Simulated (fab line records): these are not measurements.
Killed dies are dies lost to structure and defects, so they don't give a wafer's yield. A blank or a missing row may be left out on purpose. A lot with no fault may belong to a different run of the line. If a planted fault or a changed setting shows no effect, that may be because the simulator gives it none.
fab line records + flow n5_finfet + part 1 of 2: steps 1 to 17 of 22
record
- lots=5
- wafers=15
- last_day=17
route steps=1938 shown BEOL_M0_SAQP@647
lots that met no fault: taken from a fault-free run of the same line
start_h: start of the lot's first displayed wafer, in hours after the record's first day + wait_h: time in hours since the lot's previous step + " as in the row above + L1.1+2: a single row standing in for several wafers + - value missing, or start not given + * or withheld: withheld + < > ~ a bound
route shown NAME@n: a module of which the file shows steps, and the number in the route of the first + usual: mean and standard deviation over wafers with no fault + same: alike in all rows + chamber/n: place in a boat + sites: readings site by site + _std_site: the standard deviation of these + _edge_site: inner sites' mean taken away from outer sites' mean + radius_mm: for every site, how far away it sits from the centre of the wafer + mask NAME#n: copy n + behind: tool/chamber where the wafer was last shaped + hold: why the lot was held/for how many hours/how that ended + device: the n, p or np transistor that did not switch + end of line: at the end of the route, the tests of the same wafers + a step given without rows: its recipe and nothing more + killed: at the first sort, the dies lost to defects and structure; wafer yield is something else + map: dies across one wafer; x = killed, . = not, _ = none there
set.NAME: the setting that was run; set.NAME@STEP: the one run at that earlier step + model.NAME: the simulator's own value behind a step, which no gauge read
a table for each step, a row for each wafer; lots at some steps of the route
services: a tool's chamber out of use, with start hour (start_h, from the record's first day; less than 0 if before it), hours out, and reason
## steps
# step N5_BEOL_M0_SAQP_PEB_12
# recipe
- peb_temp_c=withheld
- peb_time_s=60
- resist=CAR-ArF
| lot.wafer  | tool           | chamber | start_h | wait_h |
|------------|----------------|---------|---------|--------|
| L076.1+4+6 | litho_track-01 | 0       | 120.46  | 0.1    |
| L082.4+5+6 | litho_track-01 | 0       | 155.87  | 0.0    |
| L086.1+3+6 | litho_track-04 | 0       | 178.59  | 0.1    |
| L095.2+4+6 | litho_track-03 | 0       | 234.31  | 0.0    |
| L096.3+4+6 | litho_track-04 | 0       | 243.84  | 0.0    |
# step N5_BEOL_M0_SAQP_DEVELOP_13
# recipe
- develop_time_s=30
- developer=TMAH
- resist=CAR-ArF
- dev_temp_c=23
- rinse_liquid=diw
- dry=air_spin
| lot.wafer  | tool           | chamber | start_h | wait_h |
|------------|----------------|---------|---------|--------|
| L076.1+4+6 | litho_track-01 | 0       | -       | -      |
| L082.4+5+6 | litho_track-01 | 0       | -       | -      |
| L086.1+3+6 | litho_track-04 | 0       | -       | -      |
| L095.2+4+6 | litho_track-03 | 0       | -       | -      |
| L096.3+4+6 | litho_track-04 | 0       | -       | -      |
# step N5_BEOL_M0_SAQP_CD_MEAS_14
# recipe
- target_cd_nm=42.5
- landing_energy_ev=500
- detector=se_inlens
# usual
- cd_nm=42.4/0.41
| lot.wafer | tool      | chamber | start_h | wait_h | cd_nm |
|-----------|-----------|---------|---------|--------|-------|
| L076.1    | cd_sem-01 | 0       | 120.53  | -      | 42.6  |
| L076.4    | "         | 0       | "       | "      | 42.5  |
| L076.6    | "         | 0       | "       | "      | 41.9  |
| L082.4    | cd_sem-02 | 0       | 155.94  | -      | 43.3  |
| L082.5    | "         | 0       | "       | "      | 42.4  |
| L082.6    | "         | 0       | "       | "      | 43.0  |
| L086.1    | cd_sem-01 | 0       | 178.65  | -      | 42.9  |
| L086.3    | "         | 0       | "       | "      | 42.7  |
| L086.6    | "         | 0       | "       | "      | 42.2  |
| L095.2    | cd_sem-03 | 0       | 234.38  | -      | 42.1  |
| L095.4    | "         | 0       | "       | "      | 43.5  |
| L095.6    | "         | 0       | "       | "      | 42.7  |
| L096.3    | cd_sem-02 | 0       | 243.91  | -      | 41.8  |
| L096.4    | "         | 0       | "       | "      | 42.8  |
| L096.6    | "         | 0       | "       | "      | 42.6  |
# step N5_BEOL_M0_SAQP_OVL_MEAS_15
# recipe
- points_per_wafer=44
# usual
- M0_CORE_OVL=-0.7/0.71
| lot.wafer | tool       | chamber | start_h | wait_h | M0_CORE_OVL[nm] |
|-----------|------------|---------|---------|--------|-----------------|
| L076.1    | overlay-02 | 0       | 120.56  | 0.0    | -0.3            |
| L076.4    | "          | 0       | "       | "      | -1.5            |
| L076.6    | "          | 0       | "       | "      | -0.8            |
| L082.4    | overlay-01 | 0       | 155.97  | 0.0    | -0.8            |
| L082.5    | "          | 0       | "       | "      | -0.4            |
| L082.6    | "          | 0       | "       | "      | -1.1            |
| L086.1    | overlay-02 | 0       | 178.68  | 0.0    | -1.0            |
| L086.3    | "          | 0       | "       | "      | -0.6            |
| L086.6    | "          | 0       | "       | "      | -1.4            |
| L095.2    | overlay-01 | 0       | 234.41  | 0.0    | -1.1            |
| L095.4    | "          | 0       | "       | "      | -0.4            |
| L095.6    | "          | 0       | "       | "      | -1.1            |
| L096.3    | overlay-02 | 0       | 243.94  | 0.0    | -1.9            |
| L096.4    | "          | 0       | "       | "      | -1.4            |
| L096.6    | "          | 0       | "       | "      | -1.8            |
# step N5_BEOL_M0_SAQP_INSPECT_16
# recipe
- mode=adi
- inspect_instrument=brightfield
# usual
- raw_defect_count=521/140
| lot.wafer | tool              | chamber | start_h | wait_h | raw_defect_count |
|-----------|-------------------|---------|---------|--------|------------------|
| L076.1    | defect_inspect-02 | -       | 120.58  | 0.0    | 835              |
| L076.4    | "                 | -       | "       | "      | 691              |
| L076.6    | "                 | -       | "       | "      | 941              |
| L082.4    | defect_inspect-02 | -       | 155.99  | 0.0    | 606              |
| L082.5    | "                 | -       | "       | "      | 446              |
| L082.6    | "                 | -       | "       | "      | 285              |
| L086.1    | defect_inspect-01 | -       | 178.71  | 0.0    | 382              |
| L086.3    | "                 | -       | "       | "      | 339              |
| L086.6    | "                 | -       | "       | "      | 461              |
| L095.2    | defect_inspect-01 | -       | 234.43  | 0.0    | 607              |
| L095.4    | "                 | -       | "       | "      | 400              |
| L095.6    | "                 | -       | "       | "      | 479              |
| L096.3    | defect_inspect-01 | -       | 243.96  | 0.0    | 640              |
| L096.4    | "                 | -       | "       | "      | 394              |
| L096.6    | "                 | -       | "       | "      | 497              |
# step N5_BEOL_M0_SAQP_DESCUM_19
# recipe
- chemistry=O2
- time_s=7.9
- source_power_w=50
- bias_power_w=20
- pressure_mtorr=20
- rf_frequency_hz=2.712e+07
- temp_c=40
- resist=CAR-ArF
- o2_flow_sccm=225
# usual
- drypump_motor_current_A=5.8/0.35
- oes_product_au=0.78/0.056
- rf_vpp_V=242.9/1.5
- showerhead_plenum_p_Torr=2.09/0.074
- throttle_valve_pct=20.44/0.22
| lot.wafer | tool        | chamber | start_h | wait_h | drypump_motor_current_A | oes_product_au | rf_hours_counter_h | rf_vpp_V | showerhead_plenum_p_Torr | throttle_valve_pct |
|-----------|-------------|---------|---------|--------|-------------------------|----------------|--------------------|----------|--------------------------|--------------------|
| L076.1    | rie_diel-01 | 3       | 120.61  | 0.0    | 5.7                     | 0.79           | 122                | 241.5    | 1.99                     | 20.42              |
| L076.4    | "           | 1       | "       | "      | 5.9                     | 0.74           | 177                | 242.4    | 2.02                     | 20.69              |
| L076.6    | "           | 3       | "       | "      | 5.7                     | 0.80           | -                  | 241.9    | 2.00                     | 20.43              |
| L082.4    | rie_diel-01 | 3       | 156.16  | 0.2    | 5.7                     | 0.78           | 133                | 241.3    | 1.99                     | 20.44              |
| L082.5    | "           | 2       | "       | "      | 6.4                     | 0.73           | -                  | 244.4    | 2.19                     | 20.48              |
| L082.6    | "           | 1       | "       | "      | 5.9                     | 0.73           | -                  | 242.4    | 2.01                     | 20.72              |
| L086.1    | rie_diel-03 | 0       | 178.75  | 0.0    | 5.7                     | 0.87           | 44                 | 246.4    | 2.20                     | 20.59              |
| L086.3    | "           | 2       | "       | "      | 5.7                     | 0.75           | 147                | 244.8    | 2.17                     | 20.65              |
| L086.6    | "           | 1       | "       | "      | 5.3                     | 0.82           | -                  | 242.3    | 2.10                     | 20.14              |
| L095.2    | rie_diel-04 | 1       | 234.46  | 0.0    | 5.7                     | 0.86           | 78                 | 241.6    | 2.06                     | 20.40              |
| L095.4    | "           | 3       | "       | "      | 5.0                     | 0.76           | 137                | 242.6    | 2.09                     | 19.97              |
| L095.6    | "           | 1       | "       | "      | 5.7                     | 0.85           | -                  | 242.9    | 2.06                     | 20.41              |
| L096.3    | rie_diel-01 | 2       | 244.13  | 0.2    | 6.3                     | 0.72           | 194                | 243.9    | 2.18                     | 20.55              |
| L096.4    | "           | 3       | "       | "      | 5.7                     | 0.75           | 157                | 241.6    | 1.98                     | 20.49              |
| L096.6    | "           | 1       | "       | "      | 5.9                     | 0.72           | -                  | 240.7    | 2.01                     | 20.75              |
# step N5_BEOL_M0_SAQP_ETCH_83
# recipe
- chemistry=CF4
- target=SiARC
- target_depth_a=390
- mask_material=CAR-ArF
- time_s=65
- ion_energy_ev=80
- pressure_mtorr=40
- source_w=545
- bias_w=36
- Ar_flow_sccm=100
- cf4_flow_sccm=100
- ends=cleared
# usual
- bias_w=36.00/0.12
- cf4_flow_sccm=100.0/0.32
- drypump_motor_current_A=5.8/0.35
- etch_rf_on_time_s=64.6/2
- oes_product_au=0.67/0.048
- rf_vpp_V=183.8/1.3
- showerhead_plenum_p_Torr=2.14/0.07
- throttle_valve_pct=15.62/0.2
| lot.wafer | tool        | chamber | start_h | wait_h | bias_w | cf4_flow_sccm | drypump_motor_current_A | etch_rf_on_time_s | oes_product_au | rf_hours_counter_h | rf_vpp_V | showerhead_plenum_p_Torr | throttle_valve_pct |
|-----------|-------------|---------|---------|--------|--------|---------------|-------------------------|-------------------|----------------|--------------------|----------|--------------------------|--------------------|
| L076.1    | rie_diel-01 | 3       | 120.65  | 0.0    | 36.08  | 99.6          | 5.7                     | 67.1              | 0.66           | 122                | 183.1    | 2.07                     | 15.74              |
| L076.4    | "           | 1       | "       | "      | 36.14  | 100.1         | 5.9                     | 64.1              | 0.64           | 177                | 182.5    | 2.06                     | 15.77              |
| L076.6    | "           | 3       | "       | "      | 35.92  | 99.7          | 5.7                     | 67.4              | 0.66           | -                  | 184.6    | 2.07                     | 15.75              |
| L082.4    | rie_diel-01 | 3       | 156.19  | 0.0    | 36.19  | 99.9          | 5.7                     | 68.4              | 0.65           | 133                | 182.0    | 2.07                     | 15.76              |
| L082.5    | "           | 2       | "       | "      | 36.17  | 99.8          | 6.4                     | 62.6              | 0.65           | -                  | 184.3    | 2.23                     | 15.64              |
| L082.6    | "           | 1       | "       | "      | 35.99  | 100.0         | 5.9                     | 65.2              | 0.62           | -                  | 183.6    | 2.06                     | 15.81              |
| L086.1    | rie_diel-03 | 0       | 178.79  | 0.0    | 36.11  | 100.0         | 5.7                     | 64.5              | 0.75           | 44                 | 184.9    | 2.26                     | 15.71              |
| L086.3    | "           | 2       | "       | "      | 36.00  | 99.4          | 5.6                     | 65.0              | 0.66           | 147                | 184.4    | 2.23                     | 15.94              |
| L086.6    | "           | 1       | "       | "      | 36.20  | 100.2         | 5.3                     | 65.9              | 0.69           | -                  | 186.4    | 2.16                     | 15.42              |
| L095.2    | rie_diel-04 | 1       | 234.50  | 0.0    | 36.08  | 99.7          | 5.7                     | 61.3              | 0.75           | 78                 | 182.7    | 2.08                     | 15.36              |
| L095.4    | "           | 3       | "       | "      | 36.21  | 99.5          | 5.1                     | 66.2              | 0.66           | 137                | 184.5    | 2.14                     | 15.33              |
| L095.6    | "           | 1       | "       | "      | 36.05  | 100.2         | 5.7                     | 61.8              | 0.74           | -                  | 184.2    | 2.08                     | 15.37              |
| L096.3    | rie_diel-01 | 2       | 244.16  | 0.0    | 36.12  | 100.0         | 6.4                     | 63.4              | 0.62           | 194                | 185.8    | 2.22                     | 15.69              |
| L096.4    | "           | 3       | "       | "      | 36.14  | 99.9          | 5.7                     | 67.6              | 0.63           | 157                | 182.9    | 2.06                     | 15.82              |
| L096.6    | "           | 1       | "       | "      | 35.82  | 100.6         | 5.9                     | 63.5              | 0.61           | -                  | 183.2    | 2.05                     | 15.84              |
# step N5_BEOL_M0_SAQP_ETCH_84
# recipe
- chemistry=N2/H2
- target=SOC
- target_depth_a=1000
- overetch_a=200
- mask_material=SiARC
- temp_c=40
- time_s=150
- ion_energy_ev=200
- pressure_mtorr=30
- source_w=840
- bias_w=150
- n2_flow_sccm=200
- h2_flow_sccm=200
# usual
- bias_w=150.0/0.41
- drypump_motor_current_A=5.8/0.34
- n2_flow_sccm=199.9/0.61
- oes_product_au=0.69/0.051
- rf_vpp_V=523.5/2.6
- showerhead_plenum_p_Torr=2.53/0.082
- throttle_valve_pct=17.82/0.25
| lot.wafer | tool        | chamber | start_h | wait_h | bias_w | drypump_motor_current_A | n2_flow_sccm | oes_product_au | rf_hours_counter_h | rf_vpp_V | showerhead_plenum_p_Torr | throttle_valve_pct |
|-----------|-------------|---------|---------|--------|--------|-------------------------|--------------|----------------|--------------------|----------|--------------------------|--------------------|
| L076.1    | rie_diel-01 | 3       | 120.70  | 0.0    | 149.5  | 5.7                     | 200.4        | 0.70           | 122                | 522.0    | 2.44                     | 17.93              |
| L076.4    | "           | 1       | "       | "      | 149.5  | 5.9                     | 200.0        | 0.66           | 177                | 521.5    | 2.45                     | 18.17              |
| L076.6    | "           | 3       | "       | "      | 150.5  | 5.7                     | 199.6        | 0.71           | -                  | 521.6    | 2.44                     | 17.94              |
| L082.4    | rie_diel-01 | 3       | 156.24  | 0.0    | 149.8  | 5.7                     | 199.9        | 0.70           | 133                | 521.4    | 2.44                     | 17.95              |
| L082.5    | "           | 2       | "       | "      | 150.0  | 6.3                     | 199.2        | 0.66           | -                  | 525.6    | 2.63                     | 17.82              |
| L082.6    | "           | 1       | "       | "      | 150.6  | 5.9                     | 198.8        | 0.65           | -                  | 520.9    | 2.45                     | 18.21              |
| L086.1    | rie_diel-03 | 0       | 178.84  | 0.0    | 150.7  | 5.8                     | 199.7        | 0.78           | 44                 | 528.5    | 2.69                     | 18.00              |
| L086.3    | "           | 2       | "       | "      | 150.0  | 5.7                     | 200.2        | 0.68           | 147                | 526.1    | 2.64                     | 18.02              |
| L086.6    | "           | 1       | "       | "      | 150.7  | 5.3                     | 200.6        | 0.72           | -                  | 525.1    | 2.55                     | 17.53              |
| L095.2    | rie_diel-04 | 1       | 234.55  | 0.0    | 150.3  | 5.7                     | 199.9        | 0.75           | 78                 | 520.7    | 2.46                     | 17.50              |
| L095.4    | "           | 3       | "       | "      | 150.4  | 5.1                     | 199.6        | 0.69           | 137                | 523.7    | 2.56                     | 17.49              |
| L095.6    | "           | 1       | "       | "      | 150.0  | 5.7                     | 199.1        | 0.76           | -                  | 522.8    | 2.46                     | 17.49              |
| L096.3    | rie_diel-01 | 2       | 244.21  | 0.0    | 150.3  | 6.3                     | 200.7        | 0.64           | 194                | 525.3    | 2.62                     | 17.86              |
| L096.4    | "           | 3       | "       | "      | 150.3  | 5.7                     | 198.8        | 0.68           | 157                | 521.8    | 2.43                     | 17.99              |
| L096.6    | "           | 1       | "       | "      | 149.8  | 5.9                     | 199.5        | 0.63           | -                  | 520.3    | 2.44                     | 18.25              |
# step N5_BEOL_M0_SAQP_STRIP_80
# recipe
- chemistry=N2/H2
- temp_c=40
- n2_flow_sccm=200
- h2_flow_sccm=200
- rf_frequency_hz=6e+07
| lot.wafer  | tool        | chamber | start_h | wait_h |
|------------|-------------|---------|---------|--------|
| L076.1+4+6 | rie_diel-01 | 3,1,3   | 120.80  | 0.0    |
| L082.4+5+6 | rie_diel-01 | 3,2,1   | 156.34  | 0.0    |
| L086.1+3+6 | rie_diel-03 | 0,2,1   | 178.93  | 0.0    |
| L095.2+4+6 | rie_diel-04 | 1,3,1   | 234.64  | 0.0    |
| L096.3+4+6 | rie_diel-01 | 2,3,1   | 244.31  | 0.0    |
# step N5_BEOL_M0_SAQP_HM_OPEN_112
# recipe
- chemistry=CHF3/O2
- target=SiO2
- stop_on=a-Si
- target_depth_a=120
- over_etch_frac=1.25
- mask_material=SOC
- time_s=13.5
- pressure_mtorr=30
- source_w=650
- bias_w=170
- Ar_flow_sccm=200
- CHF3_flow_sccm=50
- O2_flow_sccm=5
- ion_energy_ev=200
- ends=end_point
# usual
- CHF3_flow_sccm=50.02/0.16
- bias_w=170.0/0.51
- drypump_motor_current_A=5.8/0.34
- oes_ar_750_au=0.78/0.055
- oes_o_777_au=0.79/0.064
- oes_product_au=0.51/0.037
- rf_vpp_V=527/15
- showerhead_plenum_p_Torr=2.40/0.085
- throttle_valve_pct=18.83/0.23
| lot.wafer | tool        | chamber | start_h | wait_h | CHF3_flow_sccm | bias_w | drypump_motor_current_A | oes_ar_750_au | oes_o_777_au | oes_product_au | rf_hours_counter_h | rf_vpp_V | showerhead_plenum_p_Torr | throttle_valve_pct |
|-----------|-------------|---------|---------|--------|----------------|--------|-------------------------|---------------|--------------|----------------|--------------------|----------|--------------------------|--------------------|
| L076.1    | rie_diel-01 | 3       | 120.81  | 0.0    | 49.93          | 169.9  | 5.7                     | 0.78          | 0.76         | 0.51           | 122                | 513      | 2.33                     | 18.97              |
| L076.4    | "           | 1       | "       | "      | 50.19          | 170.5  | 5.9                     | 0.74          | 0.76         | 0.49           | 177                | 531      | 2.31                     | 18.96              |
| L076.6    | "           | 3       | "       | "      | 49.91          | 170.8  | 5.7                     | 0.78          | 0.77         | 0.51           | -                  | 513      | 2.33                     | 18.98              |
| L082.4    | rie_diel-01 | 3       | 156.35  | 0.0    | 49.83          | 170.2  | 5.7                     | 0.77          | 0.76         | 0.50           | 133                | 513      | 2.32                     | 18.99              |
| L082.5    | "           | 2       | "       | "      | 49.85          | 169.1  | 6.3                     | 0.76          | 0.77         | 0.49           | -                  | 525      | 2.52                     | 18.92              |
| L082.6    | "           | 1       | "       | "      | 50.22          | 170.2  | 5.9                     | 0.72          | 0.76         | 0.48           | -                  | 530      | 2.31                     | 18.98              |
| L086.1    | rie_diel-03 | 0       | 178.94  | 0.0    | 49.97          | 169.9  | 5.7                     | 0.86          | 0.84         | 0.56           | 44                 | 549      | 2.55                     | 19.05              |
| L086.3    | "           | 2       | "       | "      | 50.12          | 170.2  | 5.7                     | 0.77          | 0.77         | 0.49           | 147                | 542      | 2.53                     | 19.25              |
| L086.6    | "           | 1       | "       | "      | 49.98          | 170.5  | 5.4                     | 0.81          | 0.80         | 0.53           | -                  | 528      | 2.45                     | 18.77              |
| L095.2    | rie_diel-04 | 1       | 234.65  | 0.0    | 49.91          | 169.4  | 5.7                     | 0.87          | 0.91         | 0.55           | 78                 | 531      | 2.34                     | 18.58              |
| L095.4    | "           | 3       | "       | "      | 49.91          | 170.5  | 5.1                     | 0.76          | 0.75         | 0.51           | 137                | 544      | 2.40                     | 18.43              |
| L095.6    | "           | 1       | "       | "      | 49.88          | 169.1  | 5.7                     | 0.86          | 0.91         | 0.56           | -                  | 532      | 2.34                     | 18.57              |
| L096.3    | rie_diel-01 | 2       | 244.32  | 0.0    | 49.74          | 169.6  | 6.3                     | 0.74          | 0.75         | 0.47           | 194                | 526      | 2.51                     | 18.96              |
| L096.4    | "           | 3       | "       | "      | 49.90          | 169.7  | 5.7                     | 0.75          | 0.74         | 0.49           | 157                | 511      | 2.31                     | 19.03              |
| L096.6    | "           | 1       | "       | "      | 50.07          | 170.0  | 5.9                     | 0.71          | 0.74         | 0.47           | -                  | 531      | 2.30                     | 19.04              |
# step N5_BEOL_M0_SAQP_STRIP_113
# recipe
- chemistry=CHF3/O2
- resist=SiARC
- rf_frequency_hz=6e+07
| lot.wafer  | tool        | chamber | start_h | wait_h |
|------------|-------------|---------|---------|--------|
| L076.1+4+6 | rie_diel-01 | 3,1,3   | 120.86  | 0.0    |
| L082.4+5+6 | rie_diel-01 | 3,2,1   | 156.40  | 0.0    |
| L086.1+3+6 | rie_diel-03 | 0,2,1   | 179.00  | 0.0    |
| L095.2+4+6 | rie_diel-04 | 1,3,1   | 234.71  | 0.0    |
| L096.3+4+6 | rie_diel-01 | 2,3,1   | 244.37  | 0.0    |
# step N5_BEOL_M0_SAQP_MANDREL_ETCH_20
# recipe
- target_depth_a=600
- chemistry=HBr/Cl2
- target=a-Si
- stop_on=SiNx
- bt_time_s=10
- mask_material=SOC
- over_etch_frac=0.5
- time_s=30
- pressure_mtorr=10
- icp_w=800
- bias_w=75
- HBr_flow_sccm=150
- Cl2_flow_sccm=80
- ends=end_point
# usual
- HBr_flow_sccm=150.0/0.44
- bias_w=75.01/0.23
- drypump_motor_current_A=5.7/0.45
- mfc_cl2_sccm=80.00/0.26
- oes_product_au=0.774/0.016
- throttle_valve_pct=35.3/0.31
| lot.wafer | tool      | chamber | start_h | wait_h | HBr_flow_sccm | bias_w | drypump_motor_current_A | mfc_cl2_sccm | oes_product_au | rf_hours_counter_h | throttle_valve_pct |
|-----------|-----------|---------|---------|--------|---------------|--------|-------------------------|--------------|----------------|--------------------|--------------------|
| L076.1    | rie_si-01 | 3       | 120.90  | 0.0    | 150.6         | 75.21  | 6.5                     | 80.07        | 0.773          | 188                | 35.3               |
| L076.4    | "         | 1       | "       | "      | 149.7         | 74.85  | 5.1                     | 79.98        | 0.757          | 4                  | 34.9               |
| L076.6    | "         | 0       | "       | "      | 149.9         | 74.69  | 6.2                     | 79.78        | 0.786          | -                  | 35.4               |
| L082.4    | rie_si-01 | 2       | 156.43  | 0.0    | 150.1         | 74.92  | 5.7                     | 80.29        | 0.784          | 144                | 35.5               |
| L082.5    | "         | 3       | "       | "      | 149.8         | 74.93  | 6.5                     | 80.12        | 0.779          | -                  | 35.3               |
| L082.6    | "         | 0       | "       | "      | 150.0         | 75.18  | 6.2                     | 79.65        | 0.789          | -                  | 35.4               |
| L086.1    | rie_si-06 | 0       | 179.03  | 0.0    | 150.1         | 74.83  | 5.6                     | 80.52        | 0.780          | 168                | 35.7               |
| L086.3    | "         | 1       | "       | "      | 149.0         | 74.86  | 5.7                     | 80.07        | 0.770          | 102                | 35.2               |
| L086.6    | "         | 2       | "       | "      | 150.6         | 75.12  | 6.1                     | 80.15        | 0.791          | -                  | 35.4               |
| L095.2    | rie_si-01 | 1       | 234.74  | 0.0    | 150.5         | 74.99  | 5.1                     | 79.92        | 0.742          | 6                  | 35.0               |
| L095.4    | "         | 2       | "       | "      | 150.6         | 75.23  | 5.7                     | 80.06        | 0.779          | -                  | 35.4               |
| L095.6    | "         | 1       | "       | "      | 150.5         | 74.97  | 5.1                     | 80.02        | 0.745          | -                  | 34.9               |
| L096.3    | rie_si-02 | 3       | 244.40  | 0.0    | 149.1         | 74.78  | 6.0                     | 80.25        | 0.769          | 8                  | 35.3               |
| L096.4    | "         | 0       | "       | "      | 149.7         | 75.23  | 5.5                     | 80.08        | 0.754          | 108                | 35.1               |
| L096.6    | "         | 1       | "       | "      | 149.1         | 75.48  | 4.9                     | 80.51        | 0.777          | -                  | 34.6               |
# step N5_BEOL_M0_SAQP_STRIP_86
# recipe
- chemistry=N2/H2
- power_w=500
- temp_c=40
- pressure_mtorr=50
- rf_frequency_hz=6e+07
- overash_fraction=0.3
- bias_power_w=28
- h2_frac=0.5
- n2_flow_sccm=300
- h2_flow_sccm=300
# usual
- drypump_motor_current_A=5.7/0.32
- n2_flow_sccm=299.9/0.93
- oes_product_au=0.79/0.062
- rf_vpp_V=121.9/1.6
- showerhead_plenum_p_Torr=3.35/0.1
- throttle_valve_pct=18.9/0.37
| lot.wafer | tool        | chamber | start_h | wait_h | drypump_motor_current_A | n2_flow_sccm | oes_product_au | rf_hours_counter_h | rf_vpp_V | showerhead_plenum_p_Torr | throttle_valve_pct |
|-----------|-------------|---------|---------|--------|-------------------------|--------------|----------------|--------------------|----------|--------------------------|--------------------|
| L076.1    | rie_diel-04 | 3       | 121.00  | 0.1    | 5.1                     | 299.8        | 0.80           | 106                | 122.6    | 3.39                     | 18.4               |
| L076.4    | "           | 1       | "       | "      | 5.7                     | 298.6        | 0.90           | 43                 | 121.7    | 3.27                     | 18.5               |
| L076.6    | "           | 0       | "       | "      | 5.7                     | 300.8        | 0.83           | -                  | 123.5    | 3.36                     | 18.5               |
| L082.4    | rie_diel-03 | 2       | 156.53  | 0.1    | 5.7                     | 301.0        | 0.75           | 141                | 122.2    | 3.48                     | 18.8               |
| L082.5    | "           | 3       | "       | "      | 5.9                     | 299.5        | 0.71           | -                  | 121.6    | 3.34                     | 19.2               |
| L082.6    | "           | 0       | "       | "      | 5.7                     | 300.0        | 0.88           | -                  | 124.3    | 3.55                     | 19.0               |
| L086.1    | rie_diel-01 | 3       | 179.13  | 0.1    | 5.7                     | 299.8        | 0.77           | 139                | 120.2    | 3.23                     | 19.1               |
| L086.3    | "           | 0       | "       | "      | 5.8                     | 299.3        | 0.84           | 50                 | 122.6    | 3.42                     | 18.8               |
| L086.6    | "           | 2       | "       | "      | 6.3                     | 302.9        | 0.74           | -                  | 123.3    | 3.47                     | 19.1               |
| L095.2    | rie_diel-01 | 1       | 234.84  | 0.1    | 5.9                     | 299.1        | 0.73           | 208                | 122.8    | 3.22                     | 19.8               |
| L095.4    | "           | 3       | "       | "      | 5.7                     | 299.0        | 0.76           | 155                | 122.8    | 3.22                     | 19.1               |
| L095.6    | "           | 2       | "       | "      | 6.4                     | 299.7        | 0.72           | -                  | 120.0    | 3.46                     | 19.1               |
| L096.3    | rie_diel-03 | 3       | 244.50  | 0.1    | 6.0                     | 300.7        | 0.69           | 234                | 123.5    | 3.33                     | 19.2               |
| L096.4    | "           | 0       | "       | "      | 5.7                     | 299.7        | 0.85           | 62                 | 119.0    | 3.54                     | 19.0               |
| L096.6    | "           | 1       | "       | "      | 5.4                     | 298.6        | 0.80           | -                  | 121.6    | 3.35                     | 18.7               |
# step N5_BEOL_M0_SAQP_STRIP_115
# recipe
- chemistry=post_etch_residue_remover
- time_s=60
- temp_c=25
- remover_ph=withheld
- remover_water_wt_pct=withheld
- remover_fluoride_wt_pct=withheld
| lot.wafer  | tool         | chamber | start_h | wait_h |
|------------|--------------|---------|---------|--------|
| L076.1+4+6 | wet_bench-01 | 2,0,5   | 121.06  | -      |
| L082.4+5+6 | wet_bench-05 | 3,6,0   | 156.60  | -      |
| L086.1+3+6 | wet_bench-05 | 1,7,3   | 179.19  | -      |
| L095.2+4+6 | wet_bench-01 | 5,7,4   | 234.90  | -      |
| L096.3+4+6 | wet_bench-01 | 4,2,6   | 244.57  | -      |
# step N5_BEOL_M0_SAQP_SRD_93
# recipe
- dry=ipa_marangoni
- time_s=30
- temp_c=23
- rinse_liquid=diw
| lot.wafer  | tool         | chamber | start_h | wait_h |
|------------|--------------|---------|---------|--------|
| L076.1+4+6 | wet_bench-01 | 2,0,5   | 121.08  | 0.0    |
| L082.4+5+6 | wet_bench-05 | 3,6,0   | 156.62  | 0.0    |
| L086.1+3+6 | wet_bench-05 | 1,7,3   | 179.21  | 0.0    |
| L095.2+4+6 | wet_bench-01 | 5,7,4   | 234.92  | 0.0    |
| L096.3+4+6 | wet_bench-01 | 4,2,6   | 244.59  | 0.0    |
# step N5_BEOL_M0_SAQP_RECESS_114
# recipe
- chemistry=HF/NH3
- target=SiO2
- target_depth_a=144
- afs_cycles=3
- temp_c=30
- sublimation_temp_c=180
- sublimation_time_s=60
# usual
- drypump_motor_current_A=5.8/0.73
# same
- sublimation_time_s=60
| lot.wafer | tool          | chamber | start_h | wait_h | drypump_motor_current_A |
|-----------|---------------|---------|---------|--------|-------------------------|
| L076.1    | vapor_etch-01 | 0       | 121.13  | 0.0    | 6.3                     |
| L076.4    | "             | 1       | "       | "      | 4.9                     |
| L076.6    | "             | 1       | "       | "      | 4.9                     |
| L082.4    | vapor_etch-01 | 0       | 156.78  | 0.1    | 6.3                     |
| L082.5    | "             | 0       | "       | "      | 6.3                     |
| L082.6    | "             | 1       | "       | "      | 4.9                     |
| L086.1    | vapor_etch-02 | 0       | 179.59  | 0.4    | 5.3                     |
| L086.3    | "             | 0       | "       | "      | 5.3                     |
| L086.6    | "             | 0       | "       | "      | 5.3                     |
| L095.2    | vapor_etch-01 | 1       | 234.97  | 0.0    | 4.9                     |
| L095.4    | "             | 0       | "       | "      | 6.3                     |
| L095.6    | "             | 1       | "       | "      | 4.9                     |
| L096.3    | vapor_etch-01 | 0       | 244.75  | 0.1    | 6.3                     |
| L096.4    | "             | 1       | "       | "      | 4.9                     |
| L096.6    | "             | 1       | "       | "      | 4.9                     |
# step N5_BEOL_M0_SAQP_SPACER1_ALD_98
# recipe
- material=SiO2
- target_thk_a=128
- temp_c=300
- ald_precursor_family=BDEAS
- ald_co_reactant=O2-plasma
- pulse_time_s=1
- purge_time_s=2
- co_reactant_purge_time_s=2
- ald_cycles=138
- pressure_torr=2
# usual
- heater_power_outer_w=260/21
- heater_power_w=471/30
- precursor_pulse_height_rel=1.000/0.019
# same
- purge_time_s=2
| lot.wafer | tool       | chamber | start_h | wait_h | heater_power_outer_w | heater_power_w | precursor_pulse_height_rel |
|-----------|------------|---------|---------|--------|----------------------|----------------|----------------------------|
| L076.1    | ald_sin-04 | 2       | 121.51  | 0.3    | 237                  | 433            | 1.075                      |
| L076.4    | "          | 0       | "       | "      | 246                  | 449            | 1.028                      |
| L076.6    | "          | 0       | "       | "      | 253                  | 457            | 1.000                      |
| L082.4    | ald_sin-04 | 2       | 157.22  | 0.3    | 239                  | 433            | 1.034                      |
| L082.5    | "          | 2       | "       | "      | 245                  | 447            | 1.000                      |
| L082.6    | "          | 1       | "       | "      | 268                  | 463            | 0.989                      |
| L086.1    | ald_sin-04 | 1       | 179.98  | 0.3    | 270                  | 488            | 0.985                      |
| L086.3    | "          | 2       | "       | "      | 239                  | 439            | 0.997                      |
| L086.6    | "          | 3       | "       | "      | 268                  | 512            | 0.980                      |
| L095.2    | ald_sin-02 | 3       | 235.44  | 0.4    | 262                  | 465            | 1.017                      |
| L095.4    | "          | 1       | "       | "      | 250                  | 440            | 1.007                      |
| L095.6    | "          | 3       | "       | "      | 264                  | 486            | 0.956                      |
| L096.3    | ald_sin-01 | 2       | 245.01  | 0.1    | 252                  | 486            | 1.009                      |
| L096.4    | "          | 1       | "       | "      | 269                  | 507            | 1.009                      |
| L096.6    | "          | 3       | "       | "      | 345                  | 531            | 1.020                      |
